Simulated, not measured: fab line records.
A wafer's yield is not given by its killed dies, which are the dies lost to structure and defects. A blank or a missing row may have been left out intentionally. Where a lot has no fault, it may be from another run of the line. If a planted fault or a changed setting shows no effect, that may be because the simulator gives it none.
Which tool was responsible? / flow n5 finfet / 9 lots, 26 wafers sampled, at 4 steps of a route of 1938

== WHAT THE GAUGES SHOWED, per wafer ==
No reading from a measuring or inspecting step in the record can be judged against a usual standard deviation.

== WHAT TOOL EACH LOT RAN ON (gives the tool, then ch and the chambers of the sampled wafers, and finally the start) ==
lot=L825; N5_BEOL_M10_ETCH_61=rie diel-06 ch 1,2,3, day 10 06:58; N5_BEOL_M10_ETCH_65=rie diel-02 ch 0,1, day 10 09:11; N5_BEOL_M10_VIA_ETCH_34=rie diel-02 ch 0,1, day 10 09:22; N5_BEOL_M10_ETCH_41=rie diel-02 ch 0,1, no start
lot=L827; N5_BEOL_M10_ETCH_61=rie diel-06 ch 0,2,3, day 10 13:08; N5_BEOL_M10_ETCH_65=rie diel-06 ch 0,1,3, day 10 14:32; N5_BEOL_M10_VIA_ETCH_34=rie diel-06 ch 0,1,3, day 10 14:43; N5_BEOL_M10_ETCH_41=rie diel-06 ch 0,1,3, no start
lot=L828; N5_BEOL_M10_ETCH_61=rie diel-02 ch 1,2,3, day 10 19:18; N5_BEOL_M10_ETCH_65=rie diel-06 ch 0,2, day 10 22:07; N5_BEOL_M10_VIA_ETCH_34=rie diel-06 ch 0,2, day 10 22:18; N5_BEOL_M10_ETCH_41=rie diel-06 ch 0,2, no start
lot=L829; N5_BEOL_M10_ETCH_61=rie diel-05 ch 1,2,3, day 10 22:55; N5_BEOL_M10_ETCH_65=rie diel-06 ch 0,1,3, day 10 23:52; N5_BEOL_M10_VIA_ETCH_34=rie diel-06 ch 0,1,3, day 11 00:02; N5_BEOL_M10_ETCH_41=rie diel-06 ch 0,1,3, no start
lot=L836; N5_BEOL_M10_ETCH_61=rie diel-05 ch 0,1, day 12 20:08; N5_BEOL_M10_ETCH_65=rie diel-05 ch 1,2,3, day 12 21:43; N5_BEOL_M10_VIA_ETCH_34=rie diel-05 ch 1,2,3, day 12 21:53; N5_BEOL_M10_ETCH_41=rie diel-05 ch 1,2,3, no start
lot=L837; N5_BEOL_M10_ETCH_61=rie diel-05 ch 0,1,2, day 13 17:25; N5_BEOL_M10_ETCH_65=rie diel-06 ch 1,2, day 13 18:26; N5_BEOL_M10_VIA_ETCH_34=rie diel-06 ch 1,2, day 13 18:36; N5_BEOL_M10_ETCH_41=rie diel-06 ch 1,2, no start
lot=L840; N5_BEOL_M10_ETCH_61=rie diel-06 ch 2,3, day 14 01:10; N5_BEOL_M10_ETCH_65=rie diel-05 ch 0,1, day 14 04:10; N5_BEOL_M10_VIA_ETCH_34=rie diel-05 ch 0,1, day 14 04:20; N5_BEOL_M10_ETCH_41=rie diel-05 ch 0,1, no start
lot=L839; N5_BEOL_M10_ETCH_61=rie diel-02 ch 0,1,2, day 14 05:26; N5_BEOL_M10_ETCH_65=rie diel-02 ch 0,2, day 14 10:28; N5_BEOL_M10_VIA_ETCH_34=rie diel-02 ch 0,2, day 14 10:38; N5_BEOL_M10_ETCH_41=rie diel-02 ch 0,2, no start
lot=L845; N5_BEOL_M10_ETCH_61=rie diel-06 ch 1,3, day 15 15:37; N5_BEOL_M10_ETCH_65=rie diel-06 ch 2,3, day 15 17:47; N5_BEOL_M10_VIA_ETCH_34=rie diel-06 ch 2,3, day 15 17:58; N5_BEOL_M10_ETCH_41=rie diel-06 ch 2,3, no start
- N5_BEOL_M10_ETCH_61: etches SiARC in CF4, target depth 39 nm, time 65 s.
- N5_BEOL_M10_ETCH_65: etches SiARC in CF4, target depth 39 nm, time 65 s.
- N5_BEOL_M10_VIA_ETCH_34: etches SiCOH lowk in C4F6/O2, target depth 184.5 nm, time 69.2 s.
- N5_BEOL_M10_ETCH_41: etches SiCN in CH3F/O2, target depth 42.6 nm, time 86 s.

== WHAT THE TOOLS THEMSELVES READ (means of the sampled wafers that have a number; where no wafer has one, the mark that the record gives instead) ==
N5_BEOL_M10_ETCH_61. Usual: bias w 36.00 W (standard deviation 0.1); drypump motor current A 5.9 A (standard deviation 0.57); etch rf on time s 64.7 s (standard deviation 1.8); oes product au 0.69 a.u. (standard deviation 0.078); rf vpp V 184.0 V (standard deviation 1.2); showerhead plenum p Torr 2.13 Torr (standard deviation 0.075); throttle valve pct 15.56 % (standard deviation 0.24).
lot=L825; tool=rie diel-06; bias w (W)=35.97; drypump motor current A (A)=6.2; etch rf on time s (s)=65.5; oes product au (a.u.)=0.72; rf vpp V (V)=184.5; showerhead plenum p Torr (Torr)=2.20; throttle valve pct (%)=15.53; flag=
lot=L827; tool=rie diel-06; bias w (W)=36.02; drypump motor current A (A)=5.9; etch rf on time s (s)=64.8; oes product au (a.u.)=0.65; rf vpp V (V)=183.3; showerhead plenum p Torr (Torr)=2.11; throttle valve pct (%)=15.80; flag=
lot=L828; tool=rie diel-02; bias w (W)=35.96; drypump motor current A (A)=5.9; etch rf on time s (s)=64.1; oes product au (a.u.)=0.66; rf vpp V (V)=183.7; showerhead plenum p Torr (Torr)=2.10; throttle valve pct (%)=15.59; flag=
lot=L829; tool=rie diel-05; bias w (W)=36.01; drypump motor current A (A)=6.0; etch rf on time s (s)=65.3; oes product au (a.u.)=0.68; rf vpp V (V)=184.7; showerhead plenum p Torr (Torr)=2.10; throttle valve pct (%)=15.47; flag=
lot=L836; tool=rie diel-05; bias w (W)=36.06; drypump motor current A (A)=6.3; etch rf on time s (s)=63.2; oes product au (a.u.)=0.71; rf vpp V (V)=183.1; showerhead plenum p Torr (Torr)=2.07; throttle valve pct (%)=15.53; flag=
lot=L837; tool=rie diel-05; bias w (W)=35.95; drypump motor current A (A)=6.3; etch rf on time s (s)=64.5; oes product au (a.u.)=0.65; rf vpp V (V)=183.8; showerhead plenum p Torr (Torr)=2.08; throttle valve pct (%)=15.62; flag=
lot=L840; tool=rie diel-06; bias w (W)=35.99; drypump motor current A (A)=6.4; etch rf on time s (s)=66.0; oes product au (a.u.)=0.63; rf vpp V (V)=183.9; showerhead plenum p Torr (Torr)=2.16; throttle valve pct (%)=15.78; flag=
lot=L839; tool=rie diel-02; bias w (W)=36.04; drypump motor current A (A)=5.6; etch rf on time s (s)=64.2; oes product au (a.u.)=0.68; rf vpp V (V)=183.1; showerhead plenum p Torr (Torr)=2.08; throttle valve pct (%)=15.48; flag=
lot=L845; tool=rie diel-06; bias w (W)=36.08; drypump motor current A (A)=6.2; etch rf on time s (s)=67.3; oes product au (a.u.)=0.65; rf vpp V (V)=184.8; showerhead plenum p Torr (Torr)=2.22; throttle valve pct (%)=15.60; flag=

N5_BEOL_M10_ETCH_65. Usual: bias w 36.00 W (standard deviation 0.098); drypump motor current A 5.9 A (standard deviation 0.57); etch rf on time s 64.8 s (standard deviation 1.9); oes product au 0.69 a.u. (standard deviation 0.074); rf vpp V 183.9 V (standard deviation 1.2); showerhead plenum p Torr 2.12 Torr (standard deviation 0.075); throttle valve pct 15.52 % (standard deviation 0.24).
lot=L825; tool=rie diel-02; bias w (W)=36.04; drypump motor current A (A)=5.3; etch rf on time s (s)=64.0; oes product au (a.u.)=0.73; rf vpp V (V)=183.0; showerhead plenum p Torr (Torr)=2.09; throttle valve pct (%)=15.22; flag=
lot=L827; tool=rie diel-06; bias w (W)=35.99; drypump motor current A (A)=5.7; etch rf on time s (s)=64.7; oes product au (a.u.)=0.66; rf vpp V (V)=184.7; showerhead plenum p Torr (Torr)=2.17; throttle valve pct (%)=15.70; flag=
lot=L828; tool=rie diel-06; bias w (W)=36.05; drypump motor current A (A)=5.3; etch rf on time s (s)=63.1; oes product au (a.u.)=0.66; rf vpp V (V)=183.1; showerhead plenum p Torr (Torr)=2.06; throttle valve pct (%)=15.91; flag=
lot=L829; tool=rie diel-06; bias w (W)=35.98; drypump motor current A (A)=5.7; etch rf on time s (s)=64.8; oes product au (a.u.)=0.67; rf vpp V (V)=184.8; showerhead plenum p Torr (Torr)=2.17; throttle valve pct (%)=15.70; flag=
lot=L836; tool=rie diel-05; bias w (W)=35.98; drypump motor current A (A)=6.0; etch rf on time s (s)=66.2; oes product au (a.u.)=0.66; rf vpp V (V)=183.0; showerhead plenum p Torr (Torr)=2.09; throttle valve pct (%)=15.49; flag=
lot=L837; tool=rie diel-06; bias w (W)=36.08; drypump motor current A (A)=6.1; etch rf on time s (s)=63.4; oes product au (a.u.)=0.73; rf vpp V (V)=184.2; showerhead plenum p Torr (Torr)=2.16; throttle valve pct (%)=15.52; flag=
lot=L840; tool=rie diel-05; bias w (W)=35.96; drypump motor current A (A)=6.1; etch rf on time s (s)=64.2; oes product au (a.u.)=0.67; rf vpp V (V)=183.1; showerhead plenum p Torr (Torr)=2.06; throttle valve pct (%)=15.53; flag=
lot=L839; tool=rie diel-02; bias w (W)=35.88; drypump motor current A (A)=5.8; etch rf on time s (s)=65.0; oes product au (a.u.)=0.65; rf vpp V (V)=183.6; showerhead plenum p Torr (Torr)=2.07; throttle valve pct (%)=15.64; flag=
lot=L845; tool=rie diel-06; bias w (W)=36.03; drypump motor current A (A)=6.3; etch rf on time s (s)=66.2; oes product au (a.u.)=0.64; rf vpp V (V)=183.7; showerhead plenum p Torr (Torr)=2.14; throttle valve pct (%)=15.77; flag=

N5_BEOL_M10_VIA_ETCH_34. Usual: bias w 185.0 W (standard deviation 0.61); drypump motor current A 5.9 A (standard deviation 0.57); oes product au 0.80 a.u. (standard deviation 0.085); rf vpp V 660 V (standard deviation 11); run length s 92.4 s (standard deviation 0.41); showerhead plenum p Torr 2.82 Torr (standard deviation 0.1); throttle valve pct 20.82 % (standard deviation 0.23).
lot=L825; tool=rie diel-02; bias w (W)=185.0; drypump motor current A (A)=5.4; oes product au (a.u.)=0.84; rf vpp V (V)=659; run length s (s)=92.6; showerhead plenum p Torr (Torr)=2.78; throttle valve pct (%)=20.54; flag=
lot=L827; tool=rie diel-06; bias w (W)=185.1; drypump motor current A (A)=5.8; oes product au (a.u.)=0.78; rf vpp V (V)=657; run length s (s)=92.4; showerhead plenum p Torr (Torr)=2.89; throttle valve pct (%)=21.01; flag=
lot=L828; tool=rie diel-06; bias w (W)=184.8; drypump motor current A (A)=5.3; oes product au (a.u.)=0.76; rf vpp V (V)=647; run length s (s)=92.4; showerhead plenum p Torr (Torr)=2.73; throttle valve pct (%)=21.21; flag=
lot=L829; tool=rie diel-06; bias w (W)=185.1; drypump motor current A (A)=5.8; oes product au (a.u.)=0.77; rf vpp V (V)=656; run length s (s)=92.3; showerhead plenum p Torr (Torr)=2.88; throttle valve pct (%)=21.02; flag=
lot=L836; tool=rie diel-05; bias w (W)=185.5; drypump motor current A (A)=5.9; oes product au (a.u.)=0.77; rf vpp V (V)=669; run length s (s)=92.4; showerhead plenum p Torr (Torr)=2.79; throttle valve pct (%)=20.78; flag=
lot=L837; tool=rie diel-06; bias w (W)=184.9; drypump motor current A (A)=6.1; oes product au (a.u.)=0.86; rf vpp V (V)=653; run length s (s)=92.3; showerhead plenum p Torr (Torr)=2.86; throttle valve pct (%)=20.83; flag=
lot=L840; tool=rie diel-05; bias w (W)=184.7; drypump motor current A (A)=6.1; oes product au (a.u.)=0.77; rf vpp V (V)=657; run length s (s)=92.5; showerhead plenum p Torr (Torr)=2.73; throttle valve pct (%)=20.80; flag=
lot=L839; tool=rie diel-02; bias w (W)=185.3; drypump motor current A (A)=5.8; oes product au (a.u.)=0.77; rf vpp V (V)=649; run length s (s)=92.5; showerhead plenum p Torr (Torr)=2.76; throttle valve pct (%)=20.98; flag=
lot=L845; tool=rie diel-06; bias w (W)=185.7; drypump motor current A (A)=6.3; oes product au (a.u.)=0.74; rf vpp V (V)=650; run length s (s)=89.9; showerhead plenum p Torr (Torr)=2.84; throttle valve pct (%)=21.05; flag=OFF

N5_BEOL_M10_ETCH_41. Usual: bias w 74.97 W (standard deviation 0.24); drypump motor current A 5.9 A (standard deviation 0.58); oes product au 0.80 a.u. (standard deviation 0.084); rf vpp V 296.8 V (standard deviation 1.7); run length s 109.2 s (standard deviation 0.42); showerhead plenum p Torr 1.98 Torr (standard deviation 0.074); throttle valve pct 16.23 % (standard deviation 0.24).
lot=L825; tool=rie diel-02; bias w (W)=74.69; drypump motor current A (A)=5.4; oes product au (a.u.)=0.84; rf vpp V (V)=295.9; run length s (s)=109.2; showerhead plenum p Torr (Torr)=1.95; throttle valve pct (%)=15.94; flag=
lot=L827; tool=rie diel-06; bias w (W)=75.09; drypump motor current A (A)=5.8; oes product au (a.u.)=0.78; rf vpp V (V)=297.9; run length s (s)=109.0; showerhead plenum p Torr (Torr)=2.03; throttle valve pct (%)=16.44; flag=
lot=L828; tool=rie diel-06; bias w (W)=74.81; drypump motor current A (A)=5.3; oes product au (a.u.)=0.76; rf vpp V (V)=296.2; run length s (s)=109.3; showerhead plenum p Torr (Torr)=1.91; throttle valve pct (%)=16.60; flag=
lot=L829; tool=rie diel-06; bias w (W)=75.15; drypump motor current A (A)=5.8; oes product au (a.u.)=0.77; rf vpp V (V)=297.4; run length s (s)=108.9; showerhead plenum p Torr (Torr)=2.03; throttle valve pct (%)=16.44; flag=
lot=L836; tool=rie diel-05; bias w (W)=74.90; drypump motor current A (A)=6.0; oes product au (a.u.)=0.77; rf vpp V (V)=296.8; run length s (s)=109.2; showerhead plenum p Torr (Torr)=1.95; throttle valve pct (%)=16.22; flag=
lot=L837; tool=rie diel-06; bias w (W)=75.02; drypump motor current A (A)=6.1; oes product au (a.u.)=0.84; rf vpp V (V)=296.6; run length s (s)=109.3; showerhead plenum p Torr (Torr)=2.01; throttle valve pct (%)=16.20; flag=
lot=L840; tool=rie diel-05; bias w (W)=74.82; drypump motor current A (A)=6.1; oes product au (a.u.)=0.77; rf vpp V (V)=295.1; run length s (s)=109.1; showerhead plenum p Torr (Torr)=1.92; throttle valve pct (%)=16.24; flag=
lot=L839; tool=rie diel-02; bias w (W)=75.11; drypump motor current A (A)=5.8; oes product au (a.u.)=0.76; rf vpp V (V)=295.8; run length s (s)=109.3; showerhead plenum p Torr (Torr)=1.93; throttle valve pct (%)=16.38; flag=
lot=L845; tool=rie diel-06; bias w (W)=74.81; drypump motor current A (A)=6.3; oes product au (a.u.)=0.74; rf vpp V (V)=297.0; run length s (s)=109.8; showerhead plenum p Torr (Torr)=2.00; throttle valve pct (%)=16.48; flag=

== THE ANSWER, worked out from the rows above alone ==
Rule: a lot is off if the mean of its wafers that have a number lies more than 3 standard deviations from the usual mean. A lot without any number at a reading at which 4 lots or more have one is off too. The other lots that the step has rows for count as sound. Order of review: gauges by route order, followed by the tools' own readings, for which a lot's mean as printed above is used. At the first step where some lot is off, the reading lying furthest off is the one used; lots without a number count as furthest.
Off: L845, at N5_BEOL_M10_VIA_ETCH_34 (run length s).
If a tool, at that step or one of the process steps before it, ran each lot that is off and ran no sound lot following the first of them, it fits. One fits: rie diel-06 at N5_BEOL_M10_ETCH_61 and N5_BEOL_M10_ETCH_65 and N5_BEOL_M10_VIA_ETCH_34. At N5_BEOL_M10_ETCH_61 its last sound lot is L840 (day 14 01:10), its first lot that is off L845 (day 15 15:37): a fault that began between those two fits.

== WHAT THE SIMULATOR PUT IN ==
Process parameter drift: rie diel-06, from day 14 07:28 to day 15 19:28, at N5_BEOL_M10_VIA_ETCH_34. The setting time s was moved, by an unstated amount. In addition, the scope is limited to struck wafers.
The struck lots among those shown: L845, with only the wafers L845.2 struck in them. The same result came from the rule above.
